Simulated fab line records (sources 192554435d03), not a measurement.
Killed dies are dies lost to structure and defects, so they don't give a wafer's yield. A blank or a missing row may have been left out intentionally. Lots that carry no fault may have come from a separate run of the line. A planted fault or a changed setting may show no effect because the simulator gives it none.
fab line records	flow n5-finfet
record lots=24	wafers=72	last-day=17
route steps=1938 shown BEOL_M4@1022 BEOL_M5@1135
lots untouched by any fault: they come from a run of this same line in which no faults occurred
start-h: hours from the record's opening day to when the first of the lot's shown wafers began	wait-h: time in hours since the lot's previous step	" unchanged from the row above	L1.1+2: a row that stands for several wafers	- no value, or no start given	* or withheld: withheld	< > ~ a bound
route shown NAME@n: names a module that has steps shown in the file, with the first one's number in the route	usual: mean/standard deviation of fault-free wafers	same: alike in all rows	chamber/n: place in a boat	sites: readings site by site	_std_site: standard deviation of those values	_edge_site: mean of outer sites minus mean of inner sites	radius-mm: for every site, how far away it sits from the centre of the wafer	mask NAME#n: copy n	behind: the last tool/chamber to shape the wafer	hold: reason for holding the lot/hours on hold/outcome of the hold	device: whichever transistor did not switch (one of n, p or np)	end of line: the route-end tests of the same wafers	a step without rows: its recipe alone	killed: the dies lost at the first sort to structure and to defects; this is not the yield of the wafer	map: per-die view of a wafer (x killed, . not killed, _ where there is no die)
set.NAME: the setting that was run; set.NAME@STEP: the one run at that earlier step	model.NAME: the simulator's own value behind a step, which no gauge read
the route's steps for a sample of lots (tables are steps, rows are wafers)
services: when a tool's chamber went out of use (start-h, in hours from the record's first day, below 0 if earlier), for how many hours, and the reason
## steps
# step N5_BEOL_M4_THK_MEAS_01
# recipe reads=SiOC_of_BEOL_M4_ILD_DEP_00
# usual M4_ILD_THK=78.7/1.3
lot.wafer	tool	chamber	start-h	wait-h	M4_ILD_THK[nm]
L076.1	film-metro-01	-	161.28	0.0	77.3
L076.3	"	-	"	"	79.0
L076.5	"	-	"	"	78.2
L074.2	film-metro-02	-	163.12	0.1	77.9
L074.3	"	-	"	"	77.3
L074.5	"	-	"	"	79.9
L075.1	film-metro-02	-	166.44	0.0	78.8
L075.3	"	-	"	"	77.7
L075.5	"	-	"	"	79.7
L077.1	film-metro-01	-	175.03	0.0	76.8
L077.3	"	-	"	"	78.2
L077.6	"	-	"	"	78.0
L078.1	film-metro-01	-	182.95	0.0	76.4
L078.3	"	-	"	"	76.3
L078.6	"	-	"	"	78.3
L079.1	film-metro-02	-	193.97	0.0	76.2
L079.3	"	-	"	"	76.3
L079.6	"	-	"	"	78.7
L081.2	film-metro-02	-	194.12	0.1	77.5
L081.3	"	-	"	"	77.8
L081.5	"	-	"	"	78.0
L080.1	film-metro-01	-	195.86	0.0	78.6
L080.3	"	-	"	"	77.9
L080.5	"	-	"	"	78.3
L082.1	film-metro-01	-	217.40	0.1	78.7
L082.2	"	-	"	"	77.7
L082.3	"	-	"	"	79.7
L084.2	film-metro-02	-	221.31	0.1	75.8
L084.3	"	-	"	"	76.5
L084.5	"	-	"	"	77.4
L083.2	film-metro-02	-	221.72	0.1	77.6
L083.4	"	-	"	"	80.4
L083.5	"	-	"	"	78.3
L085.3	film-metro-02	-	224.49	0.1	78.9
L085.4	"	-	"	"	80.6
L085.6	"	-	"	"	78.7
L086.1	film-metro-02	-	227.63	0.0	78.6
L086.3	"	-	"	"	80.9
L086.4	"	-	"	"	79.3
L087.1	film-metro-02	-	235.67	0.1	77.2
L087.3	"	-	"	"	77.6
L087.6	"	-	"	"	79.3
L088.1	film-metro-02	-	239.56	0.0	77.0
L088.3	"	-	"	"	77.8
L088.5	"	-	"	"	78.7
L089.4	film-metro-02	-	245.30	0.0	81.1
L089.5	"	-	"	"	80.6
L089.6	"	-	"	"	81.5
L090.1	film-metro-01	-	245.56	0.0	80.2
L090.2	"	-	"	"	77.6
L090.5	"	-	"	"	79.4
L091.2	film-metro-02	-	250.65	0.1	77.3
L091.3	"	-	"	"	79.6
L091.4	"	-	"	"	79.0
L093.2	film-metro-02	-	273.03	0.1	78.3
L093.4	"	-	"	"	80.8
L093.5	"	-	"	"	78.2
L092.2	film-metro-02	-	275.56	0.1	79.5
L092.5	"	-	"	"	80.9
L092.6	"	-	"	"	78.5
L095.1	film-metro-01	-	281.89	0.0	78.2
L095.3	"	-	"	"	79.7
L095.4	"	-	"	"	78.9
L094.1	film-metro-01	-	285.76	0.0	78.6
L094.4	"	-	"	"	81.3
L094.6	"	-	"	"	80.1
L096.1	film-metro-02	-	287.72	0.0	78.7
L096.3	"	-	"	"	77.9
L096.4	"	-	"	"	79.5
L097.2	film-metro-01	-	288.01	0.1	78.6
L097.5	"	-	"	"	80.0
L097.6	"	-	"	"	78.8
# step N5_BEOL_M4_OVL_MEAS_12
# recipe points-per-wafer=522
# usual M4_OVL=-0.3/0.64
lot.wafer	tool	chamber	start-h	wait-h	M4_OVL[nm]
L076.1	overlay-01	0	162.52	0.0	0.6
L076.3	"	0	"	"	-0.6
L076.5	"	0	"	"	-1.0
L074.2	overlay-01	0	163.92	0.0	-0.7
L074.3	"	0	"	"	-0.2
L074.5	"	0	"	"	-1.0
L075.1	overlay-02	0	169.10	0.0	-1.1
L075.3	"	0	"	"	-0.7
L075.5	"	0	"	"	-1.6
L077.1	overlay-02	0	177.94	0.0	-1.4
L077.3	"	0	"	"	-0.3
L077.6	"	0	"	"	-0.2
L078.1	overlay-02	0	183.97	0.0	-0.9
L078.3	"	0	"	"	-0.2
L078.6	"	0	"	"	-0.2
L079.1	overlay-01	0	195.55	0.0	-0.3
L079.3	"	0	"	"	0.4
L079.6	"	0	"	"	-0.8
L081.2	overlay-01	0	195.73	0.0	-1.3
L081.3	"	0	"	"	-0.5
L081.5	"	0	"	"	-1.0
L080.1	overlay-02	0	197.17	0.0	-1.8
L080.3	"	0	"	"	-1.2
L080.5	"	0	"	"	-0.3
L082.1	overlay-01	0	218.07	0.0	-0.4
L082.2	"	0	"	"	-0.3
L082.3	"	0	"	"	-0.5
L084.2	overlay-02	0	223.85	0.0	-0.3
L084.3	"	0	"	"	-1.1
L084.5	"	0	"	"	-1.4
L083.2	overlay-02	0	224.02	0.0	-0.7
L083.4	"	0	"	"	0.4
L083.5	"	0	"	"	0.5
L085.3	overlay-01	0	225.01	0.0	-0.6
L085.4	"	0	"	"	-1.1
L085.6	"	0	"	"	-0.1
L086.1	overlay-01	0	228.35	0.0	0.5
L086.3	"	0	"	"	0.5
L086.4	"	0	"	"	-1.5
L087.1	overlay-01	0	236.62	0.0	-0.3
L087.3	"	0	"	"	-0.7
L087.6	"	0	"	"	-0.7
L088.1	overlay-02	0	241.91	0.0	-0.2
L088.3	"	0	"	"	-1.2
L088.5	"	0	"	"	0.1
L089.4	overlay-01	0	246.14	0.0	-0.2
L089.5	"	0	"	"	1.3
L089.6	"	0	"	"	0.5
L090.1	overlay-02	0	247.01	0.0	-1.0
L090.2	"	0	"	"	-0.4
L090.5	"	0	"	"	-1.3
L091.2	overlay-01	0	251.20	0.0	-0.1
L091.3	"	0	"	"	-0.8
L091.4	"	0	"	"	-0.5
L093.2	overlay-01	0	274.44	0.0	0.0
L093.4	"	0	"	"	0.5
L093.5	"	0	"	"	1.2
L092.2	overlay-02	0	276.30	0.0	-0.1
L092.5	"	0	"	"	1.3
L092.6	"	0	"	"	-0.2
L095.1	overlay-01	0	283.01	0.0	0.1
L095.3	"	0	"	"	0.2
L095.4	"	0	"	"	0.0
L094.1	overlay-02	0	287.09	0.0	-0.8
L094.4	"	0	"	"	-0.9
L094.6	"	0	"	"	-0.5
L096.1	overlay-01	0	288.82	0.0	-0.5
L096.3	"	0	"	"	-0.4
L096.4	"	0	"	"	0.1
L097.2	overlay-01	0	289.19	0.0	-0.2
L097.5	"	0	"	"	0.2
L097.6	"	0	"	"	0.9
# step N5_BEOL_M4_ETCH_41
# recipe chemistry=CH3F/O2	target=SiCN	target-depth-a=299	taper-deg=2	time-s=52.5	ion-energy-ev=120	mask-material=TiN	pressure-mtorr=30	source-w=395	bias-w=75	Ar_flow_sccm=150	CH3F_flow_sccm=30	O2_flow_sccm=20
# usual drypump-motor-current-A=5.6/0.6	oes-product-au=0.83/0.1	rf-vpp-V=297.9/1.7	showerhead-plenum-p-Torr=2.03/0.077	throttle-valve-pct=16.31/0.26
# same time-s=52.5
lot.wafer	tool	chamber	start-h	wait-h	drypump-motor-current-A	oes-product-au	rf-hours-counter-h	rf-vpp-V	showerhead-plenum-p-Torr	throttle-valve-pct
L076.1	rie-diel-05	1	-	-	5.3	0.68	248	293.8	1.87	16.69
L076.3	"	2	"	"	5.3	0.87	42	297.9	2.01	15.78
L076.5	"	1	"	"	5.3	0.68	-	295.5	1.87	16.69
L074.2	rie-diel-04	3	-	-	6.2	0.78	122	295.6	1.94	16.63
L074.3	"	1	"	"	5.9	0.70	235	297.6	2.06	16.99
L074.5	"	0	"	"	6.7	0.74	-	297.9	2.07	16.34
L075.1	rie-diel-06	3	-	-	5.8	0.79	94	297.6	2.01	16.25
L075.3	"	2	"	"	5.1	0.79	87	299.6	2.13	16.16
L075.5	"	3	"	"	5.9	0.80	-	299.4	2.01	16.24
L077.1	rie-diel-05	3	-	-	6.4	0.95	14	297.2	2.04	16.10
L077.3	"	0	"	"	4.8	0.69	247	294.2	1.90	16.67
L077.6	"	3	"	"	6.4	0.94	-	299.1	2.04	16.10
L078.1	rie-diel-06	1	-	-	4.8	0.69	213	297.1	1.96	16.45
L078.3	"	3	"	"	5.9	0.80	102	297.8	2.01	16.27
L078.6	"	3	"	"	5.9	0.79	-	298.0	2.01	16.28
L081.2	rie-diel-04	1	-	-	5.8	0.70	246	298.5	2.06	17.02
L081.3	"	3	"	"	6.2	0.75	132	296.1	1.94	16.68
L081.5	"	3	"	"	6.2	0.75	-	296.2	1.94	16.68
L079.1	rie-diel-05	3	-	-	6.3	0.94	17	298.5	2.04	16.09
L079.3	"	2	"	"	5.3	0.86	55	297.4	2.00	15.83
L079.6	"	3	"	"	6.3	0.94	-	297.8	2.04	16.09
L080.1	rie-diel-06	3	-	-	5.9	0.80	105	296.9	2.01	16.27
L080.3	"	1	"	"	4.8	0.69	215	296.2	1.96	16.46
L080.5	"	3	"	"	5.9	0.81	-	295.8	2.01	16.26
L082.1	rie-diel-04	3	-	-	6.2	0.76	139	295.2	1.94	16.67
L082.2	"	0	"	"	6.7	0.72	199	299.1	2.07	16.37
L082.3	"	2	"	"	5.6	0.93	14	296.7	1.94	16.04
L084.2	rie-diel-05	1	-	-	5.3	0.94	15	301.1	2.11	16.25
L084.3	"	2	"	"	5.3	0.84	66	297.1	2.00	15.83
L084.5	"	0	"	"	4.8	1.01	-	299.8	2.15	16.24
L083.2	rie-diel-05	0	-	-	4.8	1.00	5	300.4	2.15	16.25
L083.4	"	3	"	"	6.3	0.93	28	299.1	2.03	16.12
L083.5	"	0	"	"	4.8	1.01	-	299.2	2.15	16.26
L085.3	rie-diel-04	2	-	-	5.6	0.93	18	296.7	1.94	16.06
L085.4	"	3	"	"	6.2	0.75	-	295.7	1.94	16.68
L085.6	"	2	"	"	5.7	0.93	-	297.4	1.93	16.06
L086.1	rie-diel-05	1	-	-	5.3	0.93	17	300.4	2.11	16.26
L086.3	"	2	"	"	5.3	0.84	68	298.8	2.00	15.83
L086.4	"	0	"	"	4.8	1.00	7	300.8	2.15	16.26
L087.1	rie-diel-05	0	-	-	4.8	0.99	10	300.2	2.15	16.27
L087.3	"	2	"	"	5.3	0.83	71	297.5	2.00	15.84
L087.6	"	0	"	"	4.8	0.99	-	298.5	2.15	16.25
L089.4	rie-diel-05	1	-	-	5.3	0.91	-	300.4	2.11	16.28
L089.5	"	2	"	"	5.3	0.82	-	296.4	2.00	15.83
L089.6	"	0	"	"	4.8	0.98	-	299.0	2.15	16.27
L088.1	rie-diel-06	2	-	-	5.1	0.76	115	300.4	2.12	16.20
L088.3	"	3	"	"	5.8	0.77	123	297.6	2.00	16.31
L088.5	"	0	"	"	6.3	0.94	-	294.9	1.95	16.22
L090.1	rie-diel-06	3	-	-	5.9	0.76	123	297.1	2.00	16.29
L090.2	"	2	"	"	5.1	0.77	115	298.8	2.12	16.20
L090.5	"	3	"	"	5.9	0.77	-	298.7	2.00	16.30
L091.2	rie-diel-05	2	-	-	5.3	0.83	79	299.5	1.99	15.86
L091.3	"	0	"	"	4.8	0.97	17	300.0	2.15	16.25
L091.4	"	0	"	"	4.8	0.98	-	300.5	2.15	16.31
L093.2	rie-diel-05	1	-	-	5.3	0.89	38	298.2	2.11	16.30
L093.4	"	2	"	"	5.3	0.81	-	297.5	1.99	15.86
L093.5	"	0	"	"	4.8	0.94	-	299.8	2.14	16.28
L092.2	rie-diel-04	1	-	-	5.9	0.95	14	299.8	2.06	16.52
L092.5	"	2	"	"	5.7	0.90	-	296.1	1.93	16.12
L092.6	"	1	"	"	5.9	0.95	-	299.7	2.06	16.53
L095.1	rie-diel-04	0	-	-	6.7	0.71	223	299.9	2.06	16.43
L095.3	"	1	"	"	5.9	0.93	17	297.9	2.05	16.53
L095.4	"	2	"	"	5.7	0.89	40	297.4	1.93	16.11
L094.1	rie-diel-04	2	-	-	5.7	0.88	41	297.3	1.93	16.10
L094.4	"	3	"	"	6.2	0.74	164	294.2	1.93	16.74
L094.6	"	1	"	"	5.9	0.93	-	299.4	2.05	16.55
L096.1	rie-diel-04	0	-	-	6.7	0.71	225	298.4	2.06	16.43
L096.3	"	2	"	"	5.7	0.87	42	297.6	1.93	16.11
L096.4	"	1	"	"	5.9	0.92	19	297.5	2.05	16.53
L097.2	rie-diel-06	1	-	-	4.8	0.68	248	296.9	1.95	16.53
L097.5	"	3	"	"	5.9	0.77	-	297.3	1.99	16.33
L097.6	"	2	"	"	5.1	0.76	-	299.3	2.12	16.24
# step N5_BEOL_M4_SPUTTER_81
# recipe material=Cu	target-thk-a=45	temp-c=-20	chamber-pressure-pa=0.07	power-w=withheld	time-s=8.29
# usual throttle-valve-pct=30.6/1.3
# same time-s=8.29
lot.wafer	tool	chamber	start-h	wait-h	throttle-valve-pct
L076.1	pvd-sputter-03	-	166.65	0.1	27.7
L076.3	"	-	"	"	31.0
L076.5	"	-	"	"	31.0
L074.2	pvd-sputter-02	-	174.81	0.1	32.5
L074.3	"	-	"	"	31.0
L074.5	"	-	"	"	31.8
L075.1	pvd-sputter-03	-	175.14	0.1	31.0
L075.3	"	-	"	"	28.0
L075.5	"	-	"	"	31.1
L077.1	pvd-sputter-02	-	194.64	0.1	30.8
L077.3	"	-	"	"	31.1
L077.6	"	-	"	"	30.8
L078.1	pvd-sputter-01	-	197.76	0.1	30.7
L078.3	"	-	"	"	30.9
L078.6	"	-	"	"	30.7
L081.2	pvd-sputter-01	-	200.92	0.1	30.4
L081.3	"	-	"	"	28.0
L081.5	"	-	"	"	30.4
L079.1	pvd-sputter-03	-	200.98	0.1	31.2
L079.3	"	-	"	"	30.9
L079.6	"	-	"	"	31.3
L080.1	pvd-sputter-02	-	202.70	0.1	31.9
L080.3	"	-	"	"	31.1
L080.5	"	-	"	"	31.7
L082.1	pvd-sputter-03	-	221.89	0.1	31.0
L082.2	"	-	"	"	31.1
L082.3	"	-	"	"	31.1
L084.2	pvd-sputter-03	-	228.12	0.1	27.9
L084.3	"	-	"	"	30.9
L084.5	"	-	"	"	30.7
L083.2	pvd-sputter-01	-	228.41	0.1	27.9
L083.4	"	-	"	"	30.6
L083.5	"	-	"	"	30.5
L085.3	pvd-sputter-02	-	230.18	0.1	30.9
L085.4	"	-	"	"	31.0
L085.6	"	-	"	"	30.6
L086.1	pvd-sputter-02	-	235.51	0.1	31.0
L086.3	"	-	"	"	31.1
L086.4	"	-	"	"	31.8
L087.1	pvd-sputter-01	-	245.06	0.1	30.3
L087.3	"	-	"	"	31.0
L087.6	"	-	"	"	30.3
L089.4	pvd-sputter-02	-	250.84	0.1	31.3
L089.5	"	-	"	"	30.7
L089.6	"	-	"	"	31.1
L088.1	pvd-sputter-03	-	251.62	0.1	31.1
L088.3	"	-	"	"	28.0
L088.5	"	-	"	"	27.8
L090.1	pvd-sputter-02	-	252.80	0.1	30.9
L090.2	"	-	"	"	31.7
L090.5	"	-	"	"	31.9
L091.2	pvd-sputter-01	-	258.21	0.1	28.1
L091.3	"	-	"	"	30.7
L091.4	"	-	"	"	30.9
L093.2	pvd-sputter-03	-	282.03	0.1	31.0
L093.4	"	-	"	"	30.9
L093.5	"	-	"	"	27.5
L092.2	pvd-sputter-01	-	282.08	0.1	27.9
L092.5	"	-	"	"	30.5
L092.6	"	-	"	"	29.9
L095.1	pvd-sputter-02	-	288.77	0.1	31.1
L095.3	"	-	"	"	33.1
L095.4	"	-	"	"	31.8
L094.1	pvd-sputter-01	-	290.96	0.1	27.9
L094.4	"	-	"	"	30.5
L094.6	"	-	"	"	27.9
L096.1	pvd-sputter-03	-	296.10	0.1	27.8
L096.3	"	-	"	"	31.1
L096.4	"	-	"	"	30.8
L097.2	pvd-sputter-02	-	296.48	0.1	30.9
L097.5	"	-	"	"	32.5
L097.6	"	-	"	"	32.1
# step N5_BEOL_M4_ANNEAL_91
# recipe temp-c=400	time-s=240	ambient=vacuum
# usual heater-power-w=855/130	susceptor_temp_C_max=400.9/0.38
# same time-s=240
lot.wafer	tool	chamber	start-h	wait-h	heater-power-w	susceptor_temp_C_max
L076.1	pvd-sputter-03	-	167.39	0.0	862	400.7
L076.3	"	-	"	"	675	401.0
L076.5	"	-	"	"	670	400.9
L074.2	pvd-sputter-02	-	175.55	0.0	811	400.6
L074.3	"	-	"	"	1038	401.2
L074.5	"	-	"	"	602	400.9
L075.1	pvd-sputter-03	-	175.88	0.0	879	401.5
L075.3	"	-	"	"	841	400.6
L075.5	"	-	"	"	874	401.0
L077.1	pvd-sputter-02	-	195.38	0.0	1076	401.2
L077.3	"	-	"	"	941	400.4
L077.6	"	-	"	"	940	401.1
L078.1	pvd-sputter-01	-	198.50	0.0	813	400.5
L078.3	"	-	"	"	784	400.9
L078.6	"	-	"	"	791	400.8
L081.2	pvd-sputter-01	-	201.66	0.0	795	400.8
L081.3	"	-	"	"	820	402.1
L081.5	"	-	"	"	792	401.2
L079.1	pvd-sputter-03	-	201.72	0.0	877	400.7
L079.3	"	-	"	"	678	400.2
L079.6	"	-	"	"	882	400.7
L080.1	pvd-sputter-02	-	203.44	0.0	612	400.6
L080.3	"	-	"	"	955	401.0
L080.5	"	-	"	"	610	400.9
L082.1	pvd-sputter-03	-	222.63	0.0	1084	400.3
L082.2	"	-	"	"	864	401.5
L082.3	"	-	"	"	694	400.3
L084.2	pvd-sputter-03	-	228.86	0.0	830	401.1
L084.3	"	-	"	"	1052	401.0
L084.5	"	-	"	"	685	400.8
L083.2	pvd-sputter-01	-	229.15	0.0	813	401.1
L083.4	"	-	"	"	861	400.3
L083.5	"	-	"	"	797	401.1
L085.3	pvd-sputter-02	-	230.92	0.0	963	400.5
L085.4	"	-	"	"	1060	400.6
L085.6	"	-	"	"	1035	400.8
L086.1	pvd-sputter-02	-	236.25	0.0	937	400.8
L086.3	"	-	"	"	1034	400.8
L086.4	"	-	"	"	602	401.2
L087.1	pvd-sputter-01	-	245.80	0.0	920	401.4
L087.3	"	-	"	"	790	400.6
L087.6	"	-	"	"	940	401.8
L089.4	pvd-sputter-02	-	251.58	0.0	962	400.8
L089.5	"	-	"	"	1060	401.0
L089.6	"	-	"	"	944	400.8
L088.1	pvd-sputter-03	-	252.36	0.0	858	400.9
L088.3	"	-	"	"	811	401.0
L088.5	"	-	"	"	821	400.6
L090.1	pvd-sputter-02	-	253.54	0.0	936	400.8
L090.2	"	-	"	"	595	401.1
L090.5	"	-	"	"	594	400.8
L091.2	pvd-sputter-01	-	258.95	0.0	826	401.1
L091.3	"	-	"	"	810	401.0
L091.4	"	-	"	"	836	400.3
L093.2	pvd-sputter-03	-	282.77	0.0	677	400.2
L093.4	"	-	"	"	1085	400.9
L093.5	"	-	"	"	855	400.5
L092.2	pvd-sputter-01	-	282.82	0.0	811	401.9
L092.5	"	-	"	"	801	400.4
L092.6	"	-	"	"	939	401.5
L095.1	pvd-sputter-02	-	289.51	0.0	955	400.7
L095.3	"	-	"	"	798	400.3
L095.4	"	-	"	"	599	400.8
L094.1	pvd-sputter-01	-	291.70	0.0	808	400.6
L094.4	"	-	"	"	783	401.2
L094.6	"	-	"	"	836	401.3
L096.1	pvd-sputter-03	-	296.84	0.0	851	400.6
L096.3	"	-	"	"	1066	400.7
L096.4	"	-	"	"	668	400.1
L097.2	pvd-sputter-02	-	297.22	0.0	962	401.3
L097.5	"	-	"	"	772	400.7
L097.6	"	-	"	"	583	400.8
# step N5_BEOL_M5_STRIP_64
# recipe chemistry=CF4	resist=SiARC	power-w=300	bias-power-w=75	pressure-mtorr=50	cf4-flow-sccm=150	rf-frequency-hz=6e+07
# usual cf4-flow-sccm=150.0/0.43	drypump-motor-current-A=5.8/0.41	oes-product-au=0.77/0.087	rf-vpp-V=271.3/1.4	showerhead-plenum-p-Torr=1.80/0.047	throttle-valve-pct=13.6/0.32
lot.wafer	tool	chamber	start-h	wait-h	cf4-flow-sccm	drypump-motor-current-A	oes-product-au	rf-hours-counter-h	rf-vpp-V	showerhead-plenum-p-Torr	throttle-valve-pct
L076.1	rie-diel-03	1	172.12	0.0	150.1	5.7	0.73	170	271.1	1.79	13.9
L076.3	"	3	"	"	150.4	6.6	0.89	32	273.9	1.88	13.3
L076.5	"	2	"	"	150.2	6.4	0.73	-	272.0	1.81	13.7
L074.2	rie-diel-01	1	180.33	0.0	149.4	5.7	0.68	248	271.3	1.75	13.5
L074.3	"	3	"	"	149.4	6.4	0.68	243	270.7	1.77	13.8
L074.5	"	3	"	"	149.8	6.3	0.68	-	270.4	1.77	13.8
L075.1	rie-diel-03	0	180.37	0.0	150.2	6.1	0.75	161	272.7	1.86	13.5
L075.3	"	1	"	"	150.2	5.7	0.73	172	271.7	1.79	13.9
L075.5	"	1	"	"	149.9	5.7	0.73	-	270.6	1.79	13.9
L077.1	rie-diel-02	2	201.36	0.0	149.5	6.0	0.73	183	271.8	1.86	13.8
L077.3	"	3	"	"	149.8	5.7	0.68	216	268.6	1.76	14.0
L077.6	"	3	"	"	149.3	5.8	0.68	-	269.8	1.76	14.0
L078.1	rie-diel-02	2	203.83	0.0	149.2	6.0	0.73	185	271.3	1.86	13.7
L078.3	"	1	"	"	149.6	5.7	0.71	198	268.5	1.74	14.0
L078.6	"	2	"	"	149.6	6.0	0.73	-	273.6	1.86	13.7
L081.2	rie-diel-01	3	206.90	0.0	150.1	6.4	0.68	253	271.1	1.77	13.8
L081.3	"	2	"	"	149.7	5.4	0.84	74	272.1	1.81	13.7
L081.5	"	2	"	"	150.3	5.5	0.84	-	271.8	1.81	13.7
L079.1	rie-diel-03	0	207.07	0.0	149.9	6.1	0.75	168	272.4	1.86	13.5
L079.3	"	3	"	"	150.7	6.6	0.88	41	273.3	1.88	13.3
L079.6	"	0	"	"	150.3	6.1	0.74	-	273.9	1.86	13.5
L080.1	rie-diel-02	1	209.36	0.0	149.6	5.7	0.71	200	268.8	1.74	14.0
L080.3	"	2	"	"	150.0	6.0	0.73	187	272.9	1.86	13.7
L080.5	"	1	"	"	149.7	5.7	0.71	-	269.0	1.74	14.0
L082.1	rie-diel-03	1	227.60	0.0	149.8	5.7	0.72	184	269.4	1.79	13.9
L082.2	"	2	"	"	150.2	6.4	0.72	179	270.3	1.80	13.7
L082.3	"	0	"	"	149.5	6.1	0.74	173	272.8	1.86	13.5
L084.2	rie-diel-02	1	233.23	0.0	149.4	5.7	0.70	207	268.6	1.74	14.0
L084.3	"	3	"	"	150.2	5.8	0.67	226	270.8	1.76	14.0
L084.5	"	1	"	"	149.8	5.7	0.70	-	269.2	1.74	14.0
L083.2	rie-diel-03	3	233.45	0.0	149.8	6.5	0.87	48	273.1	1.88	13.3
L083.4	"	1	"	"	149.5	5.7	0.72	185	272.0	1.79	13.9
L083.5	"	2	"	"	149.0	6.4	0.71	-	270.9	1.80	13.7
L085.3	rie-diel-01	1	236.46	0.0	149.8	5.7	0.93	10	270.8	1.74	13.0
L085.4	"	1	"	"	149.6	5.6	0.93	-	270.3	1.74	13.0
L085.6	"	2	"	"	149.8	5.4	0.83	-	271.2	1.80	13.7
L086.1	rie-diel-02	2	242.34	0.0	149.8	6.0	0.72	198	273.9	1.86	13.8
L086.3	"	3	"	"	149.8	5.8	0.66	229	269.9	1.76	14.0
L086.4	"	0	"	"	150.3	6.0	0.92	7	272.5	1.81	13.1
L087.1	rie-diel-01	1	250.43	0.0	150.0	5.6	0.92	15	269.7	1.74	13.0
L087.3	"	0	"	"	149.0	5.1	0.71	202	273.0	1.86	13.7
L087.6	"	2	"	"	149.4	5.4	0.82	-	271.6	1.80	13.7
L089.4	rie-diel-01	0	257.02	0.0	149.9	5.1	0.71	-	269.9	1.86	13.7
L089.5	"	1	"	"	150.5	5.6	0.91	-	270.1	1.74	13.0
L089.6	"	2	"	"	149.7	5.4	0.82	-	270.7	1.80	13.7
L088.1	rie-diel-03	0	257.33	0.0	149.8	6.1	0.73	182	272.8	1.86	13.6
L088.3	"	1	"	"	150.3	5.7	0.71	192	269.3	1.78	13.9
L088.5	"	2	"	"	149.8	6.4	0.71	-	271.9	1.80	13.7
L090.1	rie-diel-01	2	258.24	0.0	150.0	5.4	0.81	94	271.5	1.80	13.7
L090.2	"	1	"	"	150.0	5.6	0.91	18	270.0	1.74	13.0
L090.5	"	0	"	"	150.8	5.1	0.71	-	271.7	1.86	13.7
L091.2	rie-diel-02	3	265.98	0.0	150.1	5.8	0.67	236	271.4	1.76	14.0
L091.3	"	1	"	"	150.3	5.7	0.70	218	269.0	1.73	14.1
L091.4	"	0	"	"	149.8	5.9	0.89	13	272.0	1.80	13.1
L093.2	rie-diel-02	1	287.55	0.0	150.2	5.7	0.69	224	270.8	1.73	14.1
L093.4	"	2	"	"	149.9	5.9	0.71	211	272.6	1.85	13.8
L093.5	"	0	"	"	150.9	5.9	0.89	-	273.2	1.80	13.1
L092.2	rie-diel-03	0	287.65	0.0	150.0	6.1	0.73	192	272.5	1.85	13.6
L092.5	"	0	"	"	150.0	6.1	0.72	-	272.5	1.85	13.6
L092.6	"	3	"	"	150.1	6.5	0.85	-	273.6	1.87	13.3
L095.1	rie-diel-01	3	295.48	0.0	150.3	6.3	0.96	6	269.6	1.76	13.2
L095.3	"	0	"	"	149.6	5.1	0.69	218	273.1	1.85	13.7
L095.4	"	2	"	"	150.9	5.4	0.80	109	269.7	1.80	13.8
L094.1	rie-diel-01	0	296.47	0.0	149.4	5.1	0.69	218	271.0	1.85	13.7
L094.4	"	1	"	"	150.9	5.6	0.88	32	271.3	1.74	13.1
L094.6	"	2	"	"	149.9	5.4	0.79	-	270.4	1.80	13.8
L096.1	rie-diel-01	0	302.42	0.0	149.2	5.1	0.69	220	272.0	1.85	13.7
L096.3	"	3	"	"	150.2	6.3	0.95	8	271.7	1.76	13.2
L096.4	"	2	"	"	150.1	5.4	0.80	110	271.5	1.80	13.8
L097.2	rie-diel-02	3	302.50	0.0	150.1	5.8	0.66	246	271.1	1.75	14.1
L097.5	"	2	"	"	149.5	6.0	0.70	-	271.6	1.85	13.8
L097.6	"	1	"	"	150.5	5.7	0.69	-	268.4	1.73	14.1
## services
tool	chamber	start-h	hours	kind
pvd-sputter-01	-	141.51	3.1	repair
rie-diel-01	-	143.86	3.3	repair
rie-diel-06	0	147.08	5.7	repair
rie-diel-03	1	147.36	3.3	repair
pvd-sputter-01	-	151.78	1.0	repair
rie-diel-03	-	160.73	0.5	repair
rie-diel-05	1	170.15	-	clean
rie-diel-05	1	170.15	-	consumable-replace:focus-ring
rie-diel-05	1	170.15	-	consumable-replace:showerhead
rie-diel-05	1	170.15	17.4	scheduled-down
rie-diel-05	1	170.15	17.4	vent-cycle
pvd-sputter-01	-	194.09	0.8	repair
rie-diel-03	-	198.08	1.1	repair
rie-diel-03	-	199.54	2.6	repair
rie-diel-05	0	200.40	-	clean
rie-diel-05	0	200.40	-	consumable-replace:focus-ring
rie-diel-05	0	200.40	-	consumable-replace:showerhead
rie-diel-05	0	200.40	14.8	scheduled-down
rie-diel-01	3	213.02	48.6	repair
rie-diel-03	0	216.61	2.9	repair
rie-diel-04	1	235.62	8.8	repair
rie-diel-05	3	239.05	115.1	repair
rie-diel-03	-	283.25	0.1	repair
rie-diel-03	1	299.40	1.6	repair
## key
fault none
